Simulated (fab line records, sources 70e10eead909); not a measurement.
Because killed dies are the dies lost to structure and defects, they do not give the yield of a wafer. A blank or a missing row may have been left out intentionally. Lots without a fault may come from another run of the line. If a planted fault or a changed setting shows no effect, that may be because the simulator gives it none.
fab line records / flow nandHarc
record: lots: 5 wafers: 14 lastDay: 31
route steps=1302 shown A_ONON_D2@558 A_CHANNEL_HOLE_D2@570 END@1302
lots untouched by any fault: they come from a run of this same line in which no faults occurred
startH: start of the lot's first displayed wafer, in hours after the record's first day / waitH: time in hours since the lot's previous step / " the same as in the row above / L1.1+2: several wafers, shown together as one row / - no value, or no start given / * or withheld: withheld / < > ~ a bound
route shown NAME@n: a module of which the file shows steps, and the number in the route of the first / usual: mean and standard deviation over wafers with no fault / same: alike in all rows / chamber/n: place in a boat / sites: each site's reading / _std_site: standard deviation of those values / _edge_site: inner sites' mean taken away from outer sites' mean / radiusMm: how far each site lies from the wafer's centre / mask NAME#n: copy n / behind: the tool/chamber that last shaped the wafer / hold: why the lot was held/for how many hours/how that ended / device: which transistor (n, p or np) failed to switch / end of line: tests of these same wafers at the route's end / a step given without rows: its recipe and nothing more / killed: dies that structure and defects cost at the first sort, which is not the same as the wafer's yield / map: per-die view of a wafer (x killed, . not killed, _ where there is no die)
set.NAME: the setting that was run; set.NAME@STEP: the one run at that earlier step / model.NAME: the simulator's own value behind a step, which no gauge read
lots at some steps of the route; a table a step, a row a wafer
services: a tool's chamber out of use, with start hour (startH, from the record's first day; less than 0 if before it), hours out, and reason
== steps ==
step: NHARC_A_ONON_D2_DEP_19
recipe: targetThkA: 10000 n2FlowSccm: 2750 n2oFlowSccm: 2000 nh3FlowSccm: 500 sih4FlowSccm: 210 tempC: 400
step: NHARC_A_ONON_D2_DEP_22
recipe: targetThkA: 10000 n2FlowSccm: 2750 n2oFlowSccm: 2000 nh3FlowSccm: 500 sih4FlowSccm: 210 tempC: 400
step: NHARC_A_ONON_D2_DEP_25
recipe: targetThkA: 10000 n2FlowSccm: 2750 n2oFlowSccm: 2000 nh3FlowSccm: 500 sih4FlowSccm: 210 tempC: 400
step: NHARC_A_ONON_D2_DEP_28
recipe: targetThkA: 10000 n2FlowSccm: 2750 n2oFlowSccm: 2000 nh3FlowSccm: 500 sih4FlowSccm: 210 tempC: 400
step: NHARC_A_ONON_D2_DEP_33
recipe: targetThkA: 2000 tempC: 400 pressureTorr: 6.5 rfW: 900 teosFlowSccm: 161.4 flowSccm: 2650 targetThkNm: 200 gas: O2 material: SiO2
step: NHARC_A_CHANNEL_HOLE_D2_DEP_00
recipe: targetThkA: 31000 tempC: 400 material: aC
usual: throttleValvePct: 35.001/0.0092
lot.wafer=L423.2 tool=aclDep-02 chamber=0 startH=302.58 waitH=0.5 throttleValvePct=35.003
lot.wafer=L423.4 tool=aclDep-02 chamber=0 startH=302.58 waitH=0.5 throttleValvePct=34.998
lot.wafer=L423.6 tool=aclDep-02 chamber=0 startH=302.58 waitH=0.5 throttleValvePct=34.994
lot.wafer=L431.3 tool=aclDep-03 chamber=0 startH=373.29 waitH=1.6 throttleValvePct=35.008
lot.wafer=L431.4 tool=aclDep-03 chamber=0 startH=373.29 waitH=1.6 throttleValvePct=34.991
lot.wafer=L431.5 tool=aclDep-03 chamber=0 startH=373.29 waitH=1.6 throttleValvePct=35.004
lot.wafer=L435.3 tool=aclDep-03 chamber=0 startH=435.70 waitH=4.5 throttleValvePct=35.004
lot.wafer=L435.5 tool=aclDep-03 chamber=0 startH=435.70 waitH=4.5 throttleValvePct=34.998
lot.wafer=L435.6 tool=aclDep-03 chamber=0 startH=435.70 waitH=4.5 throttleValvePct=35.016
lot.wafer=L437.5 tool=aclDep-03 chamber=0 startH=442.97 waitH=1.3 throttleValvePct=35.015
lot.wafer=L437.6 tool=aclDep-03 chamber=0 startH=442.97 waitH=1.3 throttleValvePct=35.000
lot.wafer=L439.1 tool=aclDep-03 chamber=0 startH=463.59 waitH=5.6 throttleValvePct=34.998
lot.wafer=L439.5 tool=aclDep-03 chamber=0 startH=464.85 waitH=6.9 throttleValvePct=35.000
lot.wafer=L439.6 tool=aclDep-03 chamber=0 startH=464.85 waitH=6.9 throttleValvePct=35.000
step: NHARC_A_CHANNEL_HOLE_D2_DEP_01
recipe: targetThkA: 1400 targetThkNm: 140 tempC: 400 pressureTorr: 3.5 flowSccm: 200 rfW: 350 material: SiON
step: NHARC_A_CHANNEL_HOLE_D2_DEHYDRATE_02
recipe: tempC: 150 timeS: 120
step: NHARC_A_CHANNEL_HOLE_D2_HMDS_03
recipe: timeS: 30
step: NHARC_A_CHANNEL_HOLE_D2_COAT_36
recipe: tempC: 260 timeS: 75
step: NHARC_A_CHANNEL_HOLE_D2_COAT_37
recipe: tempC: 225 timeS: 65
step: NHARC_A_CHANNEL_HOLE_D2_COAT_04
recipe: spinRpm: 1500 resistThkNm: 90
step: NHARC_A_CHANNEL_HOLE_D2_SOFTBAKE_05
recipe: tempC: 105 timeS: 55
step: NHARC_A_CHANNEL_HOLE_D2_EBR_06
step: NHARC_A_CHANNEL_HOLE_D2_EXPOSE_07
recipe: na: 1.35 targetCdNm: 100 sigmaOuter: 0.3 doseMj: 59.65 maskId: HOLE_D2
step: NHARC_A_CHANNEL_HOLE_D2_PEB_08
recipe: pebTempC: 100 pebTimeS: 65
step: NHARC_A_CHANNEL_HOLE_D2_DEVELOP_09
recipe: developTimeS: 35 devTempC: 23
step: NHARC_A_CHANNEL_HOLE_D2_DESCUM_15
recipe: timeS: 3 o2FlowSccm: 200 arFlowSccm: 0 biasPowerW: 0 chemistry: O2
step: NHARC_A_CHANNEL_HOLE_D2_ETCH_38
recipe: targetDepthA: 390 overEtchFrac: 0.3 timeS: 65 ionEnergyEv: 80 cf4FlowSccm: 150 arFlowSccm: 0 rfW: 300 biasW: 100 chemistry: CF4
step: NHARC_A_CHANNEL_HOLE_D2_ETCH_39
recipe: targetDepthA: 2600 overEtchFrac: 0.3 timeS: 325 ionEnergyEv: 200 n2FlowSccm: 150 h2FlowSccm: 150 arFlowSccm: 0 rfW: 400 biasW: 150 chemistry: N2/H2
step: NHARC_A_CHANNEL_HOLE_D2_ETCH_34
recipe: targetDepthA: 1540 timeS: 77 cf4FlowSccm: 100 chf3FlowSccm: 30 arFlowSccm: 0 rfW: 500 biasW: 200 chemistry: CF4/CHF3
step: NHARC_A_CHANNEL_HOLE_D2_ETCH_16
recipe: targetDepthA: 31000 overEtchFrac: 0.3 timeS: 806 ionEnergyEv: 150 o2FlowSccm: 400 cosFlowSccm: 20 arFlowSccm: 0 rfW: 500 biasW: 300 chemistry: O2/COS
step: NHARC_A_CHANNEL_HOLE_D2_ETCH_19
recipe: biasV: 1200 sourceW: 2500 pressureMtorr: 15 timeS: 34.5 arFlowSccm: 375 c4f8FlowSccm: 28.8 o2FlowSccm: 96.2 tempC: -20 targetDepthA: * chemistry: C4F8/O2/Ar
step: NHARC_A_CHANNEL_HOLE_D2_ETCH_20
recipe: biasV: 3000 sourceW: withheld pressureMtorr: 20 timeS: 361.9 arFlowSccm: 375 c4f8FlowSccm: 89.3 o2FlowSccm: 35.7 tempC: -20 targetDepthA: 16000 chemistry: C4F8/O2/Ar
step: NHARC_A_CHANNEL_HOLE_D2_ETCH_21
recipe: biasV: 3000 sourceW: withheld pressureMtorr: 20 timeS: 514.3 arFlowSccm: 375 c4f8FlowSccm: 89.3 o2FlowSccm: 35.7 tempC: -20 targetDepthA: 16000 chemistry: C4F8/O2/Ar
step: NHARC_A_CHANNEL_HOLE_D2_ETCH_22
recipe: biasV: 3000 sourceW: withheld pressureMtorr: 20 timeS: 666.7 arFlowSccm: 375 c4f8FlowSccm: 89.3 o2FlowSccm: 35.7 tempC: -20 targetDepthA: 16000 chemistry: C4F8/O2/Ar
step: NHARC_A_CHANNEL_HOLE_D2_ETCH_23
recipe: biasV: 5000 sourceW: withheld pressureMtorr: 20 timeS: 819 arFlowSccm: 375 c4f8FlowSccm: 89.3 o2FlowSccm: 35.7 tempC: -20 targetDepthA: 16000 chemistry: C4F8/O2/Ar
step: NHARC_A_CHANNEL_HOLE_D2_ETCH_24
recipe: biasV: 5000 sourceW: withheld pressureMtorr: 20 timeS: 906.2 arFlowSccm: 375 c4f8FlowSccm: 93.8 o2FlowSccm: 31.2 tempC: -20 targetDepthA: 15000 chemistry: C4F8/O2/Ar
step: NHARC_A_CHANNEL_HOLE_D2_ETCH_25
recipe: biasV: 5000 sourceW: withheld pressureMtorr: 20 timeS: 1040.2 arFlowSccm: 375 c4f8FlowSccm: 93.8 o2FlowSccm: 31.2 tempC: -20 targetDepthA: 15000 chemistry: C4F8/O2/Ar
step: NHARC_A_CHANNEL_HOLE_D2_ETCH_26
recipe: biasV: 300 sourceW: 2000 pressureMtorr: 30 timeS: 224.1 arFlowSccm: 375 c4f8FlowSccm: 11.4 o2FlowSccm: 113.6 tempC: -20 targetDepthA: 3000 chemistry: C4F8/O2/Ar
step: NHARC_A_CHANNEL_HOLE_D2_ETCH_27
recipe: biasV: 400 sourceW: 2000 pressureMtorr: 25 timeS: 90 arFlowSccm: 375 c4f8FlowSccm: 41.7 o2FlowSccm: 83.3 tempC: -20 targetDepthA: 4000 chemistry: C4F8/O2/Ar
step: NHARC_END_SORT_01
recipe: tempC: 25
usual: killedAtArray: 61/23 killedAtOther: 1.3/1.4 killedAtPeriphery: 4.0/2.6 killedDies: 66/22 killedOpen: 3.4/1.8 killedShort: 2.3/1.4
same: grossDies: 677
lot.wafer=L435.6 tool=prober-02 chamber=0 startH=698.13 waitH=4.0 killedAtArray=670 killedAtOther=0 killedAtPeriphery=7 killedDies=677 killedOpen=5 killedShort=1
lot.wafer=L437.6 tool=prober-02 chamber=0 startH=726.85 waitH=4.0 killedAtArray=668 killedAtOther=3 killedAtPeriphery=6 killedDies=677 killedOpen=3 killedShort=0
lot.wafer=L439.6 tool=prober-02 chamber=0 startH=736.77 waitH=4.0 killedAtArray=672 killedAtOther=0 killedAtPeriphery=5 killedDies=677 killedOpen=5 killedShort=3
killed by level:class
L435.6 A_CHANNEL_HOLE_D2:areaDep=609 A_CHANNEL_HOLE_D1:chamberFilmFlake=38 A_SLIT:chamberFilmFlake=6 A_STAIRCASE:chamberFilmFlake=5 P_ZERO_WELL:chamberFilmFlake=3 A_CHANNEL_FILL_D2:geometricParticle:open=2 A_WL_FILL:geometricParticle:open=2 P_GATE:chamberFilmFlake=2
L437.6 A_CHANNEL_HOLE_D2:areaDep=616 A_SLIT:chamberFilmFlake=28 A_CONTACT:chamberFilmFlake=10 A_CHANNEL_HOLE_D1:chamberFilmFlake=6 P_M2:chamberFilmFlake=3 THIN_TSV:chamberFilmFlake=3 P_M0:chamberFilmFlake=2 A_DECK1_JOINT:chamberFilmFlake=2
L439.6 A_CHANNEL_HOLE_D2:areaDep=623 A_CHANNEL_HOLE_D2:chamberFilmFlake=27 A_CHANNEL_HOLE_D1:chamberFilmFlake=7 A_STAIRCASE:chamberFilmFlake=3 A_CONTACT:chamberFilmFlake=3 A_SLIT:chamberFilmFlake=2 P_GATE:geometricParticle:open=1 P_CONTACT:geometricParticle:open=1
map L435.6 (x killed, . not)
____________x____________
_________xxxxxxx_________
_______xxxxxxxxxxx_______
______xxxxxxxxxxxxx______
_____xxxxxxxxxxxxxxx_____
____xxxxxxxxxxxxxxxxx____
____xxxxxxxxxxxxxxxxx____
___xxxxxxxxxxxxxxxxxxx___
___xxxxxxxxxxxxxxxxxxx___
__xxxxxxxxxxxxxxxxxxxxx__
__xxxxxxxxxxxxxxxxxxxxx__
_xxxxxxxxxxxxxxxxxxxxxxx_
_xxxxxxxxxxxxxxxxxxxxxxx_
_xxxxxxxxxxxxxxxxxxxxxxx_
_xxxxxxxxxxxxxxxxxxxxxxx_
_xxxxxxxxxxxxxxxxxxxxxxx_
xxxxxxxxxxxxxxxxxxxxxxxxx
xxxxxxxxxxxxxxxxxxxxxxxxx
xxxxxxxxxxxxxxxxxxxxxxxxx
xxxxxxxxxxxxxxxxxxxxxxxxx
xxxxxxxxxxxxxxxxxxxxxxxxx
_xxxxxxxxxxxxxxxxxxxxxxx_
_xxxxxxxxxxxxxxxxxxxxxxx_
_xxxxxxxxxxxxxxxxxxxxxxx_
_xxxxxxxxxxxxxxxxxxxxxxx_
_xxxxxxxxxxxxxxxxxxxxxxx_
__xxxxxxxxxxxxxxxxxxxxx__
__xxxxxxxxxxxxxxxxxxxxx__
___xxxxxxxxxxxxxxxxxxx___
___xxxxxxxxxxxxxxxxxxx___
____xxxxxxxxxxxxxxxxx____
____xxxxxxxxxxxxxxxxx____
_____xxxxxxxxxxxxxxx_____
______xxxxxxxxxxxxx______
_______xxxxxxxxxxx_______
_________xxxxxxx_________
____________x____________
map L437.6 (x killed, . not)
____________x____________
_________xxxxxxx_________
_______xxxxxxxxxxx_______
______xxxxxxxxxxxxx______
_____xxxxxxxxxxxxxxx_____
____xxxxxxxxxxxxxxxxx____
____xxxxxxxxxxxxxxxxx____
___xxxxxxxxxxxxxxxxxxx___
___xxxxxxxxxxxxxxxxxxx___
__xxxxxxxxxxxxxxxxxxxxx__
__xxxxxxxxxxxxxxxxxxxxx__
_xxxxxxxxxxxxxxxxxxxxxxx_
_xxxxxxxxxxxxxxxxxxxxxxx_
_xxxxxxxxxxxxxxxxxxxxxxx_
_xxxxxxxxxxxxxxxxxxxxxxx_
_xxxxxxxxxxxxxxxxxxxxxxx_
xxxxxxxxxxxxxxxxxxxxxxxxx
xxxxxxxxxxxxxxxxxxxxxxxxx
xxxxxxxxxxxxxxxxxxxxxxxxx
xxxxxxxxxxxxxxxxxxxxxxxxx
xxxxxxxxxxxxxxxxxxxxxxxxx
_xxxxxxxxxxxxxxxxxxxxxxx_
_xxxxxxxxxxxxxxxxxxxxxxx_
_xxxxxxxxxxxxxxxxxxxxxxx_
_xxxxxxxxxxxxxxxxxxxxxxx_
_xxxxxxxxxxxxxxxxxxxxxxx_
__xxxxxxxxxxxxxxxxxxxxx__
__xxxxxxxxxxxxxxxxxxxxx__
___xxxxxxxxxxxxxxxxxxx___
___xxxxxxxxxxxxxxxxxxx___
____xxxxxxxxxxxxxxxxx____
____xxxxxxxxxxxxxxxxx____
_____xxxxxxxxxxxxxxx_____
______xxxxxxxxxxxxx______
_______xxxxxxxxxxx_______
_________xxxxxxx_________
____________x____________
== services ==
tool=aclDep-03 chamber=- startH=305.95 hours=13.0 kind=pm
tool=aclDep-02 chamber=- startH=424.21 hours=13.0 kind=pm
== key ==
firstSign: step: NHARC_END_SORT_01 reading: killedDies direction: up sigmas: 27 usual: 66 struck: 677
effect: step: NHARC_END_SORT_01 reading: killedAtArray direction: up sigmas: 27 usual: 61 struck: 670
moreKillsBornAt: NHARC_A_CHANNEL_HOLE_D2_DEP_00@aclDep-03: 1848
metAt NHARC_A_CHANNEL_HOLE_D2_DEP_00
struckWafers L435.6,L437.6,L439.6
laterRowsLeftOut L435.6,L437.6,L439.6
testerLeftOut L435,L437,L439
onsetBetween 373.29 435.70
fault: kind: processParameterDrift tool: aclDep-03 chamber: - onsetH: 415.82 steps: NHARC_A_CHANNEL_HOLE_D2_DEP_00 channel: targetThkA offset: * shape: step endH: 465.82 scope: struckWafersOnly actsIn: * stated: *
testerLeftOut: of these lots the tester's yield and bins aren't shown, on N5 and GAA mostly nor the transistor test; their killed dies are dies lost to structure and defects alone, not to doping, threshold or leakage, so they don't give the yield
laterRowsLeftOut: the simulator's readings of these wafers behind a module that went badly wrong aren't trusted and aren't shown, but for the sort
